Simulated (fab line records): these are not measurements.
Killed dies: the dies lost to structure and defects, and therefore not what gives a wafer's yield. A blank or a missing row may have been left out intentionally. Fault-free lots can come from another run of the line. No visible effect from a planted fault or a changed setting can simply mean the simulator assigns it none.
2 desks looking at one fault :: flow nandHarc :: only its own numbers are on each desk; what lay behind them is given at the end

TOOL OWNER'S DESK, cvdW-01
The tool's own readings at NHARC_P_CONTACT_CVD_23 (deposits W, target thk 200 nm, time 557 s): means of the sampled wafers that have a number, for each lot that ran on this tool. The brackets show how far a lot's mean lies from the usual mean; more than 4 standard deviations puts the lot out of limits, marked OUT.
Columns: A = heaterPowerW at NHARC_P_CONTACT_CVD_23, usual 499 W; B = throttleValvePct at NHARC_P_CONTACT_CVD_23, usual 8.0 %
lot: L977
first seen here: day 6 23:09
A: 442
B: 8.2

lot: L985
first seen here: day 8 18:40
A: 431
B: 8.6

lot: L995
first seen here: day 11 07:26
A: 429
B: 8.7
Finding of this desk: none of the 3 lots has anything out of limits.

THE DEFECT DESK
Lot by lot, what the route's inspections counted, given as the mean of those sampled wafers with a number. The brackets show how far a lot's mean lies from the usual mean; more than 4 standard deviations puts the lot out of limits, marked OUT.
Columns: A = rawDefectCount at NHARC_P_CONTACT_INSPECT_14, usual 3.6
lot: L974
first seen here: day 5 16:46
A: 4.7

lot: L973
first seen here: day 5 17:09
A: 5.3

lot: L976
first seen here: day 6 01:07
A: 4.0

lot: L977
first seen here: day 6 20:54
A: 3.7

lot: L983
first seen here: day 8 05:01
A: 3.7

lot: L985
first seen here: day 8 16:06
A: 2.0

lot: L986
first seen here: day 8 16:40
A: 4.7

lot: L987
first seen here: day 8 16:52
A: 2.3

lot: L991
first seen here: day 10 01:56
A: 4.7

lot: L993
first seen here: day 10 14:15
A: 5.0

lot: L994
first seen here: day 10 20:23
A: 3.0

lot: L995
first seen here: day 11 01:13
A: 2.7

lot: L996
first seen here: day 11 11:25
A: 4.0
Finding of this desk: none of the 13 lots has anything out of limits.

TAKEN TOGETHER
The tool owner's desk saw nothing out of limits.
No out-of-limits result turned up at the defect desk.

WHAT THE SIMULATOR PUT IN
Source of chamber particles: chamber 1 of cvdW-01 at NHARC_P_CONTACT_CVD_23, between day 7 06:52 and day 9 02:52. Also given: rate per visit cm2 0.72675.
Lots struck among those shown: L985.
